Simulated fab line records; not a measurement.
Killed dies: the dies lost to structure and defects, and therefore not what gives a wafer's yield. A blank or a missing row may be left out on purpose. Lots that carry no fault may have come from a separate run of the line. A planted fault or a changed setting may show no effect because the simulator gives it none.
Split-lot trial + flow n5Finfet + on a route of 1938 steps: 7 lots, 21 wafers read

## THE SPLIT
At N5_BEOL_M8_PECVD_70 (deposits SiO2 from TEOS/O2, target thk 20 nm, time 22.7 s), the setting timeS was moved away from the recipe's 22.7 s on 7 of the 21 wafers read, by -10.9% to +13.5%. This setting was run at the recipe's value on the other wafers.

The reading comes from the split's own step.

## THE READING
SiO2_of_BEOL_M8_PECVD_70.thkNm (the simulator's own value, which no gauge read), in nm, at N5_BEOL_M8_PECVD_70 (deposits SiO2 from TEOS/O2, target thk 20 nm, time 22.7 s). No usual value for it is given in the file. Average 20.1 nm, standard deviation 0.4 nm, over the 14 wafers here run with the recipe.

| wafer  | tool, chamber at the split | timeS as run, s | against the recipe | SiO2_of_BEOL_M8_PECVD_70.thkNm, nm | against lot-mates on the recipe |
|--------|----------------------------|-----------------|--------------------|------------------------------------|---------------------------------|
| L076.3 | pecvd-02, 2                | 22.7            | recipe             | 19.8                               | -                               |
| L076.5 | pecvd-02, 0                | 22.7            | recipe             | 20.4                               | -                               |
| L076.6 | pecvd-02, 2                | 21.2            | -6.6%              | 19                                 | -1.1                            |
| L079.2 | pecvd-02, 2                | 22.7            | recipe             | 20.2                               | -                               |
| L079.5 | pecvd-02, 0,2              | 22.7            | recipe             | 20.4                               | -                               |
| L079.6 | pecvd-02, 0,2              | 22.7            | recipe             | 20.4                               | -                               |
| L078.1 | pecvd-02, 2,1              | 25.59           | +12.7%             | 22.6                               | no lot-mate on the recipe       |
| L078.3 | pecvd-02, 2,1              | 25.59           | +12.7%             | 22.6                               | no lot-mate on the recipe       |
| L078.6 | pecvd-02, 2                | 25.59           | +12.7%             | 23                                 | no lot-mate on the recipe       |
| L080.1 | pecvd-01, 2                | 22.7            | recipe             | 19.4                               | -                               |
| L080.3 | pecvd-01, 2                | 22.7            | recipe             | 19.6                               | -                               |
| L080.4 | pecvd-01, 0                | 22.7            | recipe             | 20.2                               | -                               |
| L083.3 | pecvd-01, 2                | 22.7            | recipe             | 20.2                               | -                               |
| L083.4 | pecvd-01, 0                | 22.7            | recipe             | 20.8                               | -                               |
| L083.6 | pecvd-01, 0                | 20.29           | -10.6%             | 18.6                               | -1.9                            |
| L085.3 | pecvd-01, 0                | 22.7            | recipe             | 20.2                               | -                               |
| L085.5 | pecvd-01, 2                | 20.22           | -10.9%             | 18                                 | -2.3                            |
| L085.6 | pecvd-01, 0                | 22.7            | recipe             | 20.4                               | -                               |
| L087.2 | pecvd-02, 1                | 22.7            | recipe             | 19.4                               | -                               |
| L087.4 | pecvd-02, 2                | 22.7            | recipe             | 20                                 | -                               |
| L087.5 | pecvd-02, 0                | 25.76           | +13.5%             | 22.8                               | +3.1                            |
When a row names more than one chamber, that row covers several wafers, and the file does not tell which wafer ran in which chamber.

FIT RESULTS
A straight line over all 21 wafers: SiO2_of_BEOL_M8_PECVD_70.thkNm changes by +0.192 nm for each +1% of timeS; r = +0.96; the points scatter about the line by 0.38 nm.
The same after taking each lot's own level away (the mean of its wafers on the recipe; 18 wafers): +0.208 nm for each +1%; r = +0.97; scatter 0.27 nm.
The reading moves by 2.8 nm for the largest change in timeS, on that fit.
Across the lots, their own levels run from 19.70 to 20.50 nm, a range of 2.0 times the standard deviation given above.
Consequently the slope shifts little with the lot-to-lot level, the two slopes agreeing.
Check: for one of the wafers moved furthest among these (+13.5%), held out of the fit, the line's prediction against its lot-mates is +2.58 nm. It came out at +3.1 nm against them.

## OTHER SPLITS APPLIED TO THESE WAFERS
Other splits were also applied to these wafers ahead of the reading. Each is held against what the fit with the lots' levels taken away leaves over:
| other split on the same wafers | wafers away from the commonest value | r with SiO2_of_BEOL_M8_PECVD_70.thkNm (lot level and that fit taken away) |
|--------------------------------|--------------------------------------|---------------------------------------------------------------------------|
| N5_BEOL_M5_COAT_74 spinRpm     | 7                                    | +0.20                                                                     |
| N5_BEOL_M6_DESCUM_33 timeS     | 9                                    | +0.00                                                                     |

## FILE'S OWN FIT
SiO2_of_BEOL_M8_PECVD_70.thkNm changes by +0.206 nm for each +1% of timeS, r = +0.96.
